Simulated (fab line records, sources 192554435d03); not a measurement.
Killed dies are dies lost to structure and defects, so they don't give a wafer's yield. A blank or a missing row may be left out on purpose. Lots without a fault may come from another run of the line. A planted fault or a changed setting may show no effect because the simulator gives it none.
A struck lot beside a sound one | flow n5_finfet | 16 steps out of a route of 1938
Sound: wafers L265.3, L265.5, L265.6. Struck: wafers L262.3, L262.4, L262.6. The cause comes at the end.
At each step with rows: each side's tool, then ch and its chambers, then its first start. Under that, the readings that differ: sound wafers | struck wafers | difference of the means | sigmas: that difference in standard deviations of wafers without a fault.
alike: readings whose means differ by less than 2 such deviations, and words and numbers that are the same on both sides. not compared: withheld readings, readings that some wafer has no value for, bounds like >300 that may hide the same value, and numbers for which the record gives no deviation and whose values overlap.
The two part at a step that has a row with sigmas, a row that says differs or no value, or rows on one side only. Numbers that don't overlap but have no deviation are shown without sigmas and don't part them. A reading that every wafer of one side lacks parts them only if that side has two wafers or more.

N5_BEOL_M3_STRIP_97: strips in N2/H2, time 10 s.
  sound on rie_diel-01 ch 2,3; struck on rie_diel-04 ch 0,2
  reading                     | sound          | struck         | difference | sigmas
  drypump_motor_current_A (A) | 4.6 5.0 4.6    | 6.1 6.1 5.5    | +1.2       | +3
  oes_product_au (a.u.)       | 0.71 0.73 0.71 | 0.97 0.96 0.71 | +0.16      | +2
  alike: rf_vpp_V, showerhead_plenum_p_Torr, throttle_valve_pct
  not compared: rf_hours_counter_h
N5_BEOL_M3_OCD_MEAS_38:
  sound on ocd-02, day 12 15:17; struck on ocd-02, day 11 04:32
  alike: trench_depth_nm
then, 4 steps without rows for these wafers: N5_BEOL_M3_HM_STRIP_39 (strips TiN in peroxide tin strip, target depth 25 nm, time 158 s); N5_BEOL_M3_SRD_40 (time 30 s); N5_BEOL_M3_PRECLEAN_42 (cleans in residue remover, time 60 s); N5_BEOL_M3_SRD_43 (time 30 s).
N5_BEOL_M3_CD_MEAS_35: target cd 18 nm, target cd y 21 nm.
  sound on cd_sem-01, day 12 15:27; struck on cd_sem-02, day 11 04:41
  alike: cd_nm
N5_BEOL_M3_DEGAS_44: time 60 s.
  sound on pvd_sputter-02, day 12 15:36; struck on pvd_sputter-01, day 11 04:44
  alike: heater_power_w
N5_BEOL_M3_PRE_CLEAN_45: time 30 s.
  sound on pvd_sputter-02, day 12 15:38; struck on pvd_sputter-01, day 11 04:46
  alike: heater_power_w
N5_BEOL_M3_ALD_84: deposits TaN, pulse time 2 s, purge time 3 s, co reactant purge time 2 s.
  sound on ald_metal-03 ch 2,3, day 12 15:42; struck on ald_metal-01 ch 0,2, day 11 04:50
  alike: heater_power_w
then, 2 steps without rows for these wafers: N5_BEOL_M3_SURFACE_TREAT_85; N5_BEOL_M3_CVD_47 (deposits Co from CCTBA/H2, target thk 3 nm, time 223.8 s).
N5_BEOL_M3_SPUTTER_48: material Cu, target thk 4.5 nm, time 8.29 s.
  sound on pvd_sputter-02, day 12 16:27; struck on pvd_sputter-03, day 11 05:48
  no value came back on the struck wafers for chamber_pressure_pa (Pa), chuck_gas_flow_sccm (sccm), throttle_valve_pct (%); on the sound wafers chamber_pressure_pa (Pa) reads 0.06986 0.07004 0.07002
N5_BEOL_M3_ANNEAL_49: time 240 s.
  sound on pvd_sputter-02, day 12 16:32; struck on pvd_sputter-03, day 11 05:53
  alike: heater_power_w, susceptor_temp_C_max
N5_BEOL_M4_RC_MEAS_101:
  sound on prober-02 ch 0, day 14 00:01; struck on prober-02 ch 0, day 12 19:17
  reading        | sound             | struck            | difference | sigmas
  IOFF_N (nA/um) | 0.188 0.156 0.207 | 0.153 0.140 0.134 | -0.041     | -2
  alike: DIBL_N, DIBL_P, IOFF_P, ION_N, ION_P, SS_N, SS_P, VT_N, VT_P
-- the record jumps here: 4 days lie between the struck wafers' starts before and after (it left off in module BEOL_M4 and takes up again in module PASSIVATION, whose first step shown is number 1936 of the route) --
N5_PASSIVATION_PROBE_49:
  the record has rows for the struck wafers here (prober-01, day 17 01:14) and none for the sound ones

WHERE THEY PART
First at N5_BEOL_M3_STRIP_97; last, within this record, at N5_PASSIVATION_PROBE_49.

WHY: what the simulator had put in
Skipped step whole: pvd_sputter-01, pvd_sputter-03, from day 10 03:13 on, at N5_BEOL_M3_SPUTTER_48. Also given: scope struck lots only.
